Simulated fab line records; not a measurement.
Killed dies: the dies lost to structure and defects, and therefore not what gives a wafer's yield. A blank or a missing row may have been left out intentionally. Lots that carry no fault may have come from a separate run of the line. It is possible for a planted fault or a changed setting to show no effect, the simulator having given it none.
Chamber matching / flow nandHarc / 3 sister chambers for NHARC_A_STAIRCASE_DEP_259 on pecvd-03
The step deposits SiON, target thk 30 nm. 6 wafers are shown with their chamber, then 7 later ones without.

## WAFERS PAIRED WITH THEIR CHAMBERS
wafer=L087.3; chamber=0; heaterPowerW (W)=933
wafer=L087.4; chamber=0; heaterPowerW (W)=758
wafer=L088.4; chamber=2; heaterPowerW (W)=916
wafer=L088.6; chamber=1; heaterPowerW (W)=809
wafer=L089.1; chamber=2; heaterPowerW (W)=849
wafer=L089.2; chamber=1; heaterPowerW (W)=734

## WAFERS WHOSE CHAMBER IS MISSING
wafer=L089.4; heaterPowerW (W)=732
wafer=L092.2; heaterPowerW (W)=868
wafer=L092.3; heaterPowerW (W)=847
wafer=L092.4; heaterPowerW (W)=885
wafer=L094.1; heaterPowerW (W)=865
wafer=L094.2; heaterPowerW (W)=874
wafer=L094.6; heaterPowerW (W)=892

## EACH ONE'S CHAMBER
wafer=L089.4; from the rows above=can't be placed: 1 or 0 or 2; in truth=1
wafer=L092.2; from the rows above=can't be placed: 2 or 0 or 1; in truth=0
wafer=L092.3; from the rows above=can't be placed: 0 or 2 or 1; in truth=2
wafer=L092.4; from the rows above=can't be placed: 2 or 0 or 1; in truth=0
wafer=L094.1; from the rows above=can't be placed: 2 or 0 or 1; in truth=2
wafer=L094.2; from the rows above=can't be placed: 2 or 0 or 1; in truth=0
wafer=L094.6; from the rows above=can't be placed: 2 or 0 or 1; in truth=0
0 of 7 placed correctly. From these rows, 7 cannot be placed; in 7 the true chamber is one of the candidates. 0 placed wrongly.
How it was worked out, from the rows above alone: a wafer's distance from a chamber is the root of the sum, over the readings, of the square of ((its reading less the chamber's mean) divided by the reading's scatter). If the next closest chamber is less than 2 further off than the closest, the wafer can't be placed; otherwise it belongs to the closest. A chamber's mean is the mean of its shown wafers. How the scatter is found: for the shown wafers, subtract from each reading the mean of its chamber, square and add these, divide the total by (wafers less chambers), then take the root.
